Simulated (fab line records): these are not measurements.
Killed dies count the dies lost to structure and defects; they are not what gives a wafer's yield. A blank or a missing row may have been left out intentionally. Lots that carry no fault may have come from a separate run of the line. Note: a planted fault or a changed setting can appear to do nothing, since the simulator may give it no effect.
Lot-split experiment :: flow n5 finfet :: 21 wafers read from 7 lots, route of 1938 steps

== ON THE SPLIT ==
At N5_BEOL_M11_ALD_74 (deposits TaN, target thk 2 nm, pulse time 2 s, purge time 3 s), the setting ald cycles was moved away from the recipe's 40 on 9 of the 21 wafers read, by +12.5% to +15.0%. All remaining wafers had this setting at the recipe value.

The split's own step is where the reading is taken.

== THE READING ==
TaN_of_BEOL_M11_ALD_74.thk nm (the simulator's own value, which no gauge read), in nm, at N5_BEOL_M11_ALD_74 (deposits TaN, target thk 2 nm, pulse time 2 s, purge time 3 s). No usual value for it is given in the file.

wafer: L081.1
tool, chamber at the split: ald metal-03, 1
ald cycles as run: 46
against the recipe: +15.0%
TaN_of_BEOL_M11_ALD_74.thk nm, nm: 2.4
against lot-mates on the recipe: +0.4

wafer: L081.3
tool, chamber at the split: ald metal-03, 2
ald cycles as run: 46
against the recipe: +15.0%
TaN_of_BEOL_M11_ALD_74.thk nm, nm: 2.2
against lot-mates on the recipe: +0.2

wafer: L081.6
tool, chamber at the split: ald metal-03, 2
ald cycles as run: 40
against the recipe: recipe
TaN_of_BEOL_M11_ALD_74.thk nm, nm: 2
against lot-mates on the recipe: -

wafer: L084.4
tool, chamber at the split: ald metal-03, 0
ald cycles as run: 46
against the recipe: +15.0%
TaN_of_BEOL_M11_ALD_74.thk nm, nm: 2.4
against lot-mates on the recipe: +0.4

wafer: L084.5
tool, chamber at the split: ald metal-03, 3
ald cycles as run: 46
against the recipe: +15.0%
TaN_of_BEOL_M11_ALD_74.thk nm, nm: 2.2
against lot-mates on the recipe: +0.2

wafer: L084.6
tool, chamber at the split: ald metal-03, 0
ald cycles as run: 40
against the recipe: recipe
TaN_of_BEOL_M11_ALD_74.thk nm, nm: 2
against lot-mates on the recipe: -

wafer: L088.2
tool, chamber at the split: ald metal-01, 0
ald cycles as run: 46
against the recipe: +15.0%
TaN_of_BEOL_M11_ALD_74.thk nm, nm: 2.4
against lot-mates on the recipe: +0.4

wafer: L088.5
tool, chamber at the split: ald metal-01, 3,2
ald cycles as run: 40
against the recipe: recipe
TaN_of_BEOL_M11_ALD_74.thk nm, nm: 2
against lot-mates on the recipe: -

wafer: L088.6
tool, chamber at the split: ald metal-01, 3,2
ald cycles as run: 40
against the recipe: recipe
TaN_of_BEOL_M11_ALD_74.thk nm, nm: 2
against lot-mates on the recipe: -

wafer: L087.1
tool, chamber at the split: ald metal-03, 3,1
ald cycles as run: 46
against the recipe: +15.0%
TaN_of_BEOL_M11_ALD_74.thk nm, nm: 2.2
against lot-mates on the recipe: +0.2

wafer: L087.4
tool, chamber at the split: ald metal-03, 3,1
ald cycles as run: 46
against the recipe: +15.0%
TaN_of_BEOL_M11_ALD_74.thk nm, nm: 2.2
against lot-mates on the recipe: +0.2

wafer: L087.5
tool, chamber at the split: ald metal-03, 0
ald cycles as run: 40
against the recipe: recipe
TaN_of_BEOL_M11_ALD_74.thk nm, nm: 2
against lot-mates on the recipe: -

wafer: L089.3
tool, chamber at the split: ald metal-02, 1,3,0
ald cycles as run: 40
against the recipe: recipe
TaN_of_BEOL_M11_ALD_74.thk nm, nm: 2
against lot-mates on the recipe: -

wafer: L089.5
tool, chamber at the split: ald metal-02, 1,3,0
ald cycles as run: 40
against the recipe: recipe
TaN_of_BEOL_M11_ALD_74.thk nm, nm: 2
against lot-mates on the recipe: -

wafer: L089.6
tool, chamber at the split: ald metal-02, 1,3,0
ald cycles as run: 40
against the recipe: recipe
TaN_of_BEOL_M11_ALD_74.thk nm, nm: 2
against lot-mates on the recipe: -

wafer: L095.1
tool, chamber at the split: ald metal-03, 1
ald cycles as run: 45
against the recipe: +12.5%
TaN_of_BEOL_M11_ALD_74.thk nm, nm: 2.2
against lot-mates on the recipe: +0.2

wafer: L095.6
tool, chamber at the split: ald metal-03, 1
ald cycles as run: 45
against the recipe: +12.5%
TaN_of_BEOL_M11_ALD_74.thk nm, nm: 2.2
against lot-mates on the recipe: +0.2

wafer: L095.3
tool, chamber at the split: ald metal-03, 3
ald cycles as run: 40
against the recipe: recipe
TaN_of_BEOL_M11_ALD_74.thk nm, nm: 2
against lot-mates on the recipe: -

wafer: L097.1
tool, chamber at the split: ald metal-02, 0,0,3
ald cycles as run: 40
against the recipe: recipe
TaN_of_BEOL_M11_ALD_74.thk nm, nm: 2
against lot-mates on the recipe: -

wafer: L097.5
tool, chamber at the split: ald metal-02, 0,0,3
ald cycles as run: 40
against the recipe: recipe
TaN_of_BEOL_M11_ALD_74.thk nm, nm: 2
against lot-mates on the recipe: -

wafer: L097.6
tool, chamber at the split: ald metal-02, 0,0,3
ald cycles as run: 40
against the recipe: recipe
TaN_of_BEOL_M11_ALD_74.thk nm, nm: 2
against lot-mates on the recipe: -
Rows listing several chambers each stand for several wafers; the file does not say which wafer went through which chamber.

FIT RESULTS
A straight line over all 21 wafers: TaN_of_BEOL_M11_ALD_74.thk nm changes by +0.0186 nm for each +1% of ald cycles; r = +0.92; the points scatter about the line by 0.061 nm.
The same after taking each lot's own level away (the mean of its wafers on the recipe; 21 wafers): +0.0186 nm for each +1%; r = +0.92; scatter 0.061 nm.
Per that fit: largest ald cycles move, reading shift of 0.28 nm.
The lots' own levels span 2.00 to 2.00 nm.
Hence the lot-to-lot level has little effect on the slope; both slopes agree.
Check: for one of the wafers moved furthest among these (+15.0%), held out of the fit, the line's prediction against its lot-mates is +0.262 nm. It came out at +0.4 nm against them.

== FURTHER SPLITS ON THESE WAFERS ==
These wafers also went through other splits before the reading. Each is held against what the fit with the lots' levels taken away leaves over:
other split on the same wafers: N5_BEOL_M6_ALD_77 co reactant pulse time s
wafers away from the commonest value: 6
r with TaN_of_BEOL_M11_ALD_74.thk nm (lot level and that fit taken away): -0.16

other split on the same wafers: N5_BEOL_M9_COAT_05 spin rpm
wafers away from the commonest value: 6
r with TaN_of_BEOL_M11_ALD_74.thk nm (lot level and that fit taken away): +0.22

other split on the same wafers: N5_BEOL_M9_DESCUM_16 time s
wafers away from the commonest value: 7
r with TaN_of_BEOL_M11_ALD_74.thk nm (lot level and that fit taken away): +0.30

other split on the same wafers: N5_BEOL_M9_EXPOSE_25 dose mj
wafers away from the commonest value: 9
r with TaN_of_BEOL_M11_ALD_74.thk nm (lot level and that fit taken away): -0.29

other split on the same wafers: N5_BEOL_M9_ETCH_66 time s
wafers away from the commonest value: 4
r with TaN_of_BEOL_M11_ALD_74.thk nm (lot level and that fit taken away): -0.21

other split on the same wafers: N5_BEOL_M10_ETCH_41 source w
wafers away from the commonest value: 4
r with TaN_of_BEOL_M11_ALD_74.thk nm (lot level and that fit taken away): +0.14

other split on the same wafers: N5_BEOL_M11_TRENCH_ETCH_37 bias w
wafers away from the commonest value: 7
r with TaN_of_BEOL_M11_ALD_74.thk nm (lot level and that fit taken away): +0.38

== FILE'S OWN FIT ==
TaN_of_BEOL_M11_ALD_74.thk nm changes by +0.0194 nm for each +1% of ald cycles, r = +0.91.
